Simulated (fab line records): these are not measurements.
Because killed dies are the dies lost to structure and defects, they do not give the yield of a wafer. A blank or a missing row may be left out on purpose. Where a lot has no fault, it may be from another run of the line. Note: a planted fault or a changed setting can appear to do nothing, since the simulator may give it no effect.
Matching of chambers / flow n5Finfet / rieDiel-04 running N5_FIN_SAQP_ETCH_51: 4 sister chambers
The step etches SiARC in CF4, target depth 45.5 nm, time 75.8 s. 4 wafers are shown with their chamber, then 9 later ones without.

== WAFERS, EACH WITH ITS CHAMBER ==
wafer=L079.2; chamber=0; showerheadPlenumPTorr (Torr)=2.10
wafer=L084.1; chamber=3; showerheadPlenumPTorr (Torr)=2.17
wafer=L084.2; chamber=1; showerheadPlenumPTorr (Torr)=2.22
wafer=L084.3; chamber=2; showerheadPlenumPTorr (Torr)=2.26

== WAFERS MISSING THEIR CHAMBER ==
wafer=L091.1; showerheadPlenumPTorr (Torr)=2.09
wafer=L091.3; showerheadPlenumPTorr (Torr)=2.22
wafer=L091.6; showerheadPlenumPTorr (Torr)=2.09
wafer=L092.1; showerheadPlenumPTorr (Torr)=2.17
wafer=L092.4; showerheadPlenumPTorr (Torr)=2.22
wafer=L092.6; showerheadPlenumPTorr (Torr)=2.22
wafer=L097.1; showerheadPlenumPTorr (Torr)=2.09
wafer=L097.3; showerheadPlenumPTorr (Torr)=2.25
wafer=L097.5; showerheadPlenumPTorr (Torr)=2.25

== THE CHAMBER EACH PASSED THROUGH ==
wafer=L091.1; from the rows above=0; in truth=0
wafer=L091.3; from the rows above=1; in truth=1
wafer=L091.6; from the rows above=0; in truth=0
wafer=L092.1; from the rows above=3; in truth=3
wafer=L092.4; from the rows above=1; in truth=1
wafer=L092.6; from the rows above=1; in truth=1
wafer=L097.1; from the rows above=0; in truth=0
wafer=L097.3; from the rows above=2; in truth=2
wafer=L097.5; from the rows above=2; in truth=2
Placed correctly: 9 of 9. From these rows, 0 cannot be placed. Number placed wrongly: 0.
How it was worked out, from the rows above alone: a wafer's distance from a chamber is the root of the sum, over the readings, of the square of ((its reading less the chamber's mean) divided by the reading's scatter). The wafer belongs to the nearest chamber; if the next one is less than 2 further off, it can't be placed. The mean given for a chamber averages the wafers shown for that chamber. The scatter: root of mean squared gap, hidden wafer to nearest shown wafer, with one shown wafer a chamber.
